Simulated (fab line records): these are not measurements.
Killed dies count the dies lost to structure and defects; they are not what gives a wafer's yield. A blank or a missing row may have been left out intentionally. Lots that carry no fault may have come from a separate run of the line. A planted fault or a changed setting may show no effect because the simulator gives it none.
Which tool was responsible? :: flow n5Finfet :: 12 lots, 36 wafers sampled, at 5 steps of a route of 1938

## WHAT EACH GAUGE READ, for each wafer
No reading from a measuring or inspecting step in the record can be judged against a usual standard deviation.

## WHICH TOOL RAN EACH LOT (tool, then ch and the chambers of the sampled wafers, then the start)
lot: L104
N5_MOL_CONTACT_COAG_WET_ETCH_26: wetBench-06 ch 5,6,7, day 4 21:32
N5_BEOL_M15_DEGAS_41: pvdSputter-01, day 13 07:28
N5_MIM_TOP_SPUTTER_03: pvdSputter-01, day 13 11:26
N5_MIM_TOP_ETCH_PECVD_03: pecvd-04 ch 0, day 13 12:59
N5_PASSIVATION_PROBE_49: -

lot: L107
N5_MOL_CONTACT_COAG_WET_ETCH_26: wetBench-06 ch 1,2,3, day 5 18:37
N5_BEOL_M15_DEGAS_41: pvdSputter-02, day 14 16:51
N5_MIM_TOP_SPUTTER_03: pvdSputter-02, day 14 21:21
N5_MIM_TOP_ETCH_PECVD_03: pecvd-02 ch 0,2, day 14 22:27
N5_PASSIVATION_PROBE_49: -

lot: L108
N5_MOL_CONTACT_COAG_WET_ETCH_26: wetBench-03 ch 0,5,7, day 5 19:17
N5_BEOL_M15_DEGAS_41: pvdSputter-01, day 14 11:04
N5_MIM_TOP_SPUTTER_03: pvdSputter-02, day 14 14:32
N5_MIM_TOP_ETCH_PECVD_03: pecvd-03 ch 0,1,2, day 14 15:26
N5_PASSIVATION_PROBE_49: -

lot: L109
N5_MOL_CONTACT_COAG_WET_ETCH_26: wetBench-03 ch 0,4,6, day 6 04:29
N5_BEOL_M15_DEGAS_41: pvdSputter-02, day 14 13:57
N5_MIM_TOP_SPUTTER_03: pvdSputter-01, day 14 19:40
N5_MIM_TOP_ETCH_PECVD_03: pecvd-02 ch 0,1,2, day 14 20:35
N5_PASSIVATION_PROBE_49: -

lot: L110
N5_MOL_CONTACT_COAG_WET_ETCH_26: wetBench-04 ch 0,1,7, day 6 15:14
N5_BEOL_M15_DEGAS_41: pvdSputter-03, day 14 11:44
N5_MIM_TOP_SPUTTER_03: pvdSputter-02, day 14 16:10
N5_MIM_TOP_ETCH_PECVD_03: pecvd-02 ch 0,1,2, day 14 17:04
N5_PASSIVATION_PROBE_49: -

lot: L111
N5_MOL_CONTACT_COAG_WET_ETCH_26: wetBench-04 ch 1,5,6, day 6 16:33
N5_BEOL_M15_DEGAS_41: pvdSputter-01, day 14 13:53
N5_MIM_TOP_SPUTTER_03: pvdSputter-03, day 14 18:53
N5_MIM_TOP_ETCH_PECVD_03: pecvd-02 ch 0,1,2, day 14 19:48
N5_PASSIVATION_PROBE_49: -

lot: L114
N5_MOL_CONTACT_COAG_WET_ETCH_26: wetBench-04 ch 0,1,6, day 7 11:01
N5_BEOL_M15_DEGAS_41: pvdSputter-02, day 15 16:00
N5_MIM_TOP_SPUTTER_03: pvdSputter-01, day 15 21:17
N5_MIM_TOP_ETCH_PECVD_03: pecvd-02 ch 1,2, day 15 22:48
N5_PASSIVATION_PROBE_49: prober-01, day 16 07:28

lot: L116
N5_MOL_CONTACT_COAG_WET_ETCH_26: wetBench-04 ch 2,5,6, day 8 00:01
N5_BEOL_M15_DEGAS_41: pvdSputter-03, day 15 23:37
N5_MIM_TOP_SPUTTER_03: pvdSputter-03, day 16 04:40
N5_MIM_TOP_ETCH_PECVD_03: pecvd-04 ch 0,1, day 16 05:27
N5_PASSIVATION_PROBE_49: prober-02, day 16 16:41

lot: L121
N5_MOL_CONTACT_COAG_WET_ETCH_26: wetBench-03 ch 1,3,7, day 9 08:32
N5_BEOL_M15_DEGAS_41: pvdSputter-01, day 17 12:30
N5_MIM_TOP_SPUTTER_03: pvdSputter-02, day 17 19:05
N5_MIM_TOP_ETCH_PECVD_03: pecvd-04 ch 0,2, day 17 20:07
N5_PASSIVATION_PROBE_49: prober-01, day 18 06:30

lot: L123
N5_MOL_CONTACT_COAG_WET_ETCH_26: wetBench-03 ch 2,4,6, day 9 18:28
N5_BEOL_M15_DEGAS_41: pvdSputter-03, day 17 13:14
N5_MIM_TOP_SPUTTER_03: pvdSputter-02, day 17 19:27
N5_MIM_TOP_ETCH_PECVD_03: pecvd-02 ch 0,2, day 17 20:22
N5_PASSIVATION_PROBE_49: -

lot: L126
N5_MOL_CONTACT_COAG_WET_ETCH_26: wetBench-03 ch 5,6,7, day 10 13:45
N5_BEOL_M15_DEGAS_41: pvdSputter-01, day 18 17:45
N5_MIM_TOP_SPUTTER_03: pvdSputter-03, day 18 22:44
N5_MIM_TOP_ETCH_PECVD_03: pecvd-02 ch 0,1, day 18 23:35
N5_PASSIVATION_PROBE_49: -

lot: L127
N5_MOL_CONTACT_COAG_WET_ETCH_26: wetBench-03 ch 0,1,7, day 11 12:05
N5_BEOL_M15_DEGAS_41: pvdSputter-01, day 19 18:13
N5_MIM_TOP_SPUTTER_03: pvdSputter-02, day 19 23:47
N5_MIM_TOP_ETCH_PECVD_03: pecvd-03 ch 0,1, day 20 00:41
N5_PASSIVATION_PROBE_49: -
- N5_MOL_CONTACT_COAG_WET_ETCH_26: target Co, target depth 13 nm.
- N5_BEOL_M15_DEGAS_41: time 60 s.
- N5_MIM_TOP_SPUTTER_03: material TiN, target thk 35 nm, time 89.7 s.
- N5_MIM_TOP_ETCH_PECVD_03: deposits SiNx from SiH4/NH3/N2, target thk 20 nm, time 17.6 s.
- N5_PASSIVATION_PROBE_49

## AS READ BY THE TOOLS THEMSELVES (means over the sampled wafers that have a number; for cases with no such wafer, the mark the record gives instead)
N5_BEOL_M15_DEGAS_41. Usual: heaterPowerW 463 W, standard deviation 27; susceptorTempC 300.02 C, standard deviation 0.2.
lot: L104
tool: pvdSputter-01
heaterPowerW (W): 453
susceptorTempC (C): 300.01
flag: 

lot: L107
tool: pvdSputter-02
heaterPowerW (W): 478
susceptorTempC (C): 300.12
flag: 

lot: L108
tool: pvdSputter-01
heaterPowerW (W): 439
susceptorTempC (C): 300.07
flag: 

lot: L109
tool: pvdSputter-02
heaterPowerW (W): 476
susceptorTempC (C): 300.11
flag: 

lot: L110
tool: pvdSputter-03
heaterPowerW (W): 460
susceptorTempC (C): 300.07
flag: 

lot: L111
tool: pvdSputter-01
heaterPowerW (W): 421
susceptorTempC (C): 300.01
flag: 

lot: L114
tool: pvdSputter-02
heaterPowerW (W): 484
susceptorTempC (C): 299.81
flag: 

lot: L116
tool: pvdSputter-03
heaterPowerW (W): 466
susceptorTempC (C): 300.18
flag: 

lot: L121
tool: pvdSputter-01
heaterPowerW (W): 462
susceptorTempC (C): 300.18
flag: 

lot: L123
tool: pvdSputter-03
heaterPowerW (W): 455
susceptorTempC (C): 299.93
flag: 

lot: L126
tool: pvdSputter-01
heaterPowerW (W): 453
susceptorTempC (C): 299.91
flag: 

lot: L127
tool: pvdSputter-01
heaterPowerW (W): 449
susceptorTempC (C): 300.33
flag: 

N5_MIM_TOP_SPUTTER_03. Usual: cathodeDcPowerW 3000.0 W, standard deviation 0.55; susceptorTempC 199.99 C, standard deviation 0.17; throttleValvePct 30.5 %, standard deviation 0.66.
lot: L104
tool: pvdSputter-01
cathodeDcPowerW (W): 3000.2
susceptorTempC (C): 199.93
throttleValvePct (%): 31.4
flag: 

lot: L107
tool: pvdSputter-02
cathodeDcPowerW (W): 2999.7
susceptorTempC (C): 200.16
throttleValvePct (%): 30.5
flag: 

lot: L108
tool: pvdSputter-02
cathodeDcPowerW (W): 2999.7
susceptorTempC (C): 200.28
throttleValvePct (%): 30.2
flag: 

lot: L109
tool: pvdSputter-01
cathodeDcPowerW (W): 3000.0
susceptorTempC (C): 200.05
throttleValvePct (%): 31.0
flag: 

lot: L110
tool: pvdSputter-02
cathodeDcPowerW (W): 3000.1
susceptorTempC (C): 200.04
throttleValvePct (%): 30.4
flag: 

lot: L111
tool: pvdSputter-03
cathodeDcPowerW (W): 3000.4
susceptorTempC (C): 199.95
throttleValvePct (%): 30.3
flag: 

lot: L114
tool: pvdSputter-01
cathodeDcPowerW (W): 2999.7
susceptorTempC (C): 200.13
throttleValvePct (%): 31.1
flag: 

lot: L116
tool: pvdSputter-03
cathodeDcPowerW (W): 2999.8
susceptorTempC (C): 199.94
throttleValvePct (%): 30.2
flag: 

lot: L121
tool: pvdSputter-02
cathodeDcPowerW (W): 3000.2
susceptorTempC (C): 200.02
throttleValvePct (%): 30.4
flag: 

lot: L123
tool: pvdSputter-02
cathodeDcPowerW (W): 3000.5
susceptorTempC (C): 200.07
throttleValvePct (%): 30.4
flag: 

lot: L126
tool: pvdSputter-03
cathodeDcPowerW (W): 3000.0
susceptorTempC (C): 199.92
throttleValvePct (%): 30.4
flag: 

lot: L127
tool: pvdSputter-02
cathodeDcPowerW (W): 2999.8
susceptorTempC (C): 199.97
throttleValvePct (%): 30.1
flag: 

N5_MIM_TOP_ETCH_PECVD_03. Usual: heaterPowerW 747 W, standard deviation 65; showerheadPlenumPTorr 5.13 Torr, standard deviation 0.052; susceptorTempC 400.01 C, standard deviation 0.2; throttleValvePct 40.0 %, standard deviation 1.3.
lot: L104
tool: pecvd-04
heaterPowerW (W): 765
showerheadPlenumPTorr (Torr): 5.21
susceptorTempC (C): 399.95
throttleValvePct (%): 41.2
flag: 

lot: L107
tool: pecvd-02
heaterPowerW (W): 808
showerheadPlenumPTorr (Torr): 5.17
susceptorTempC (C): 400.00
throttleValvePct (%): 39.5
flag: 

lot: L108
tool: pecvd-03
heaterPowerW (W): 718
showerheadPlenumPTorr (Torr): 5.08
susceptorTempC (C): 400.13
throttleValvePct (%): 40.0
flag: 

lot: L109
tool: pecvd-02
heaterPowerW (W): 724
showerheadPlenumPTorr (Torr): 5.14
susceptorTempC (C): 399.96
throttleValvePct (%): 39.5
flag: 

lot: L110
tool: pecvd-02
heaterPowerW (W): 740
showerheadPlenumPTorr (Torr): 5.14
susceptorTempC (C): 399.92
throttleValvePct (%): 39.2
flag: 

lot: L111
tool: pecvd-02
heaterPowerW (W): 686
showerheadPlenumPTorr (Torr): 5.15
susceptorTempC (C): 400.08
throttleValvePct (%): 39.3
flag: 

lot: L114
tool: pecvd-02
heaterPowerW (W): 707
showerheadPlenumPTorr (Torr): 5.11
susceptorTempC (C): 399.99
throttleValvePct (%): 39.8
flag: 

lot: L116
tool: pecvd-04
heaterPowerW (W): 753
showerheadPlenumPTorr (Torr): 5.16
susceptorTempC (C): 399.99
throttleValvePct (%): 39.1
flag: 

lot: L121
tool: pecvd-04
heaterPowerW (W): 803
showerheadPlenumPTorr (Torr): 5.13
susceptorTempC (C): 400.33
throttleValvePct (%): 41.9
flag: 

lot: L123
tool: pecvd-02
heaterPowerW (W): 813
showerheadPlenumPTorr (Torr): 5.16
susceptorTempC (C): 400.04
throttleValvePct (%): 39.6
flag: 

lot: L126
tool: pecvd-02
heaterPowerW (W): 840
showerheadPlenumPTorr (Torr): 5.17
susceptorTempC (C): 399.79
throttleValvePct (%): 39.0
flag: 

lot: L127
tool: pecvd-03
heaterPowerW (W): 776
showerheadPlenumPTorr (Torr): 5.10
susceptorTempC (C): 400.04
throttleValvePct (%): 41.2
flag: 

N5_PASSIVATION_PROBE_49. Usual: killed_at_M0_to_M3 36, standard deviation 11; killed_at_M4_up 14, standard deviation 5.6; killedAtContacts 11, standard deviation 5.6; killedAtFrontEnd 40, standard deviation 12; killedAtOther 4, standard deviation 3.2; killedDies 105, standard deviation 17; killedOpen 69, standard deviation 12; killedShort 34, standard deviation 8.4.
lot: L114
tool: prober-01
killed_at_M0_to_M3: 45
killed_at_M4_up: 13
killedAtContacts: 112
killedAtFrontEnd: 35
killedAtOther: 2
killedDies: 206
killedOpen: 58
killedShort: 41
flag: OFF

lot: L116
tool: prober-02
killed_at_M0_to_M3: 27
killed_at_M4_up: 11
killedAtContacts: 156
killedAtFrontEnd: 37
killedAtOther: 5
killedDies: 237
killedOpen: 60
killedShort: 29
flag: OFF

lot: L121
tool: prober-01
killed_at_M0_to_M3: 29
killed_at_M4_up: 10
killedAtContacts: 10
killedAtFrontEnd: 46
killedAtOther: 2
killedDies: 98
killedOpen: 66
killedShort: 28
flag: 

## THE ANSWER, worked out from the rows above alone
Rule: take the mean of a lot's wafers that have a number; if it is more than 3 standard deviations from the usual mean, the lot is off. A lot without any number at a reading at which 4 lots or more have one is off too. Where the step has rows for the other lots, those lots are counted as sound. The gauges are gone through in route order, then the tools' own readings, and for those a lot's mean is taken as printed above. At the first step where some lot is off, the reading lying furthest off is the one used; lots without a number count as furthest.
Off: L114, L116, at N5_PASSIVATION_PROBE_49 (killedAtContacts). Neither off nor sound, because the step has no rows for them: L104, L107, L108, L109, L110, L111, L123, L126, L127.
A tool fits if, at that step or a process step before it, it ran every lot that is off, and no sound lot after the first of them. One candidate fits, namely wetBench-04 at N5_MOL_CONTACT_COAG_WET_ETCH_26. It ran no sound lot before its first lot that is off in this sample, so the start can't be narrowed down.

## WHAT WAS PUT IN BY THE SIMULATOR
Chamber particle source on wetBench-04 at N5_MOL_CONTACT_COAG_WET_ETCH_26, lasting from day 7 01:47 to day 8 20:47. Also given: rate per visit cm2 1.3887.
Shown lots that were struck: L114, L116. The same result came from the rule above.
